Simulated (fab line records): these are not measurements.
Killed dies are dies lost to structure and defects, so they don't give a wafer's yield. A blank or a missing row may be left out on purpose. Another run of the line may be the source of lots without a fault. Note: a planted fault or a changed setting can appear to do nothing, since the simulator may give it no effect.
Struck lot and sound lot, side by side / flow nandHarc / 14 steps out of a route of 1159
Sound: wafers L321.3, L321.4, L321.6. Struck: wafer L333.1 (left out: L333.5, a lot-mate that was not struck); the cause follows at the end.
At each step with rows: each side's tool, then ch and its chambers, then its first start. Under that, the readings that differ: sound wafers / struck wafers / difference of the means / sigmas: that difference in standard deviations of wafers without a fault.
alike: readings with means less than 2 such deviations apart, plus words and numbers identical on both sides. not compared: withheld readings, readings lacking a value on some wafer, bounds such as >300 that could conceal the same value, and numbers that have no deviation in the record and whose values overlap.
The two part at a step that has a row with sigmas, a row that says differs or no value, or rows on one side only. Numbers that have no deviation but don't overlap get no sigmas and don't part them. Lack of a reading on every wafer of one side parts them only where that side has two or more wafers.

first, 6 steps without rows for these wafers: NHARC_A_STAIRCASE_SOFTBAKE_04 (time 170 s); NHARC_A_STAIRCASE_EBR_05; NHARC_A_STAIRCASE_EXPOSE_06 (exposes mask STAIR); NHARC_A_STAIRCASE_PEB_07 (peb time 130 s); NHARC_A_STAIRCASE_DEVELOP_08 (time 140 s); NHARC_A_STAIRCASE_HARDBAKE_10 (time 140 s).
NHARC_A_STAIRCASE_DESCUM_11: chemistry O2, time 3 s.
  sound on rieDiel-05 ch 0,2, day 11 21:16; struck on rieDiel-05 ch 0, day 15 00:12
  alike: drypumpMotorCurrentA, oesProductAu, rfVppV, showerheadPlenumPTorr, throttleValvePct
  not compared: rfHoursCounterH
NHARC_A_STAIRCASE_TRIM_12: chemistry O2, time 211.2 s.
  sound on rieDiel-05 ch 0,1, day 11 21:22; struck on rieDiel-05 ch 2, day 15 00:16
  alike: drypumpMotorCurrentA, oesProductAu, rfVppV, showerheadPlenumPTorr, throttleValvePct
  not compared: rfHoursCounterH
then, 1 step without rows for these wafers: NHARC_A_STAIRCASE_ETCH_13 (etches the open film in C4F8/O2, target depth 100 nm, time 40.5 s).
NHARC_A_STAIRCASE_TRIM_14: chemistry O2, time 211.2 s.
  sound: rieDiel-05 ch 0,2; struck: rieDiel-05 ch 1
  alike: drypumpMotorCurrentA, oesProductAu, rfVppV, showerheadPlenumPTorr, throttleValvePct
  not compared: rfHoursCounterH
NHARC_A_STAIRCASE_ETCH_15: etches the open film in C4F8/O2, target depth 100 nm, time 40.5 s.
  sound: rieDiel-05 ch 0,2,3; struck: rieDiel-05 ch 1
reading=rfVppV (V); sound=892 892 891; struck=901; difference=+9; sigmas=+2
  alike: oesProductAu
  not compared: rfHoursCounterH
NHARC_A_STAIRCASE_TRIM_16: chemistry O2, time 211.2 s.
  sound on rieDiel-05 ch 1,2,3, day 11 21:54; struck on rieDiel-05 ch 2, day 15 00:44
reading=oesProductAu (a.u.); sound=0.996 1.000 1.008; struck=1.227; difference=+0.226; sigmas=+16
  alike: drypumpMotorCurrentA, rfVppV, showerheadPlenumPTorr, throttleValvePct
  not compared: rfHoursCounterH
NHARC_A_STAIRCASE_ETCH_17: etches the open film in C4F8/O2, target depth 100 nm, time 40.5 s.
  sound: rieDiel-05 ch 0,1; struck: rieDiel-05 ch 2
  alike: oesProductAu, rfVppV
  not compared: rfHoursCounterH
-- record jumps: 9 days between struck wafers' starts before vs after; left off in module A_STAIRCASE, resumes in module END, first step shown is number 1159 of the route --
NHARC_END_SORT_01:
  here the record holds rows for the struck wafers (prober-01 ch 0, day 24 00:12) but none for the sound ones

## WHERE THEY PART
First at NHARC_A_STAIRCASE_ETCH_15; last, within this record, at NHARC_END_SORT_01.

WHY: what the simulator had put in
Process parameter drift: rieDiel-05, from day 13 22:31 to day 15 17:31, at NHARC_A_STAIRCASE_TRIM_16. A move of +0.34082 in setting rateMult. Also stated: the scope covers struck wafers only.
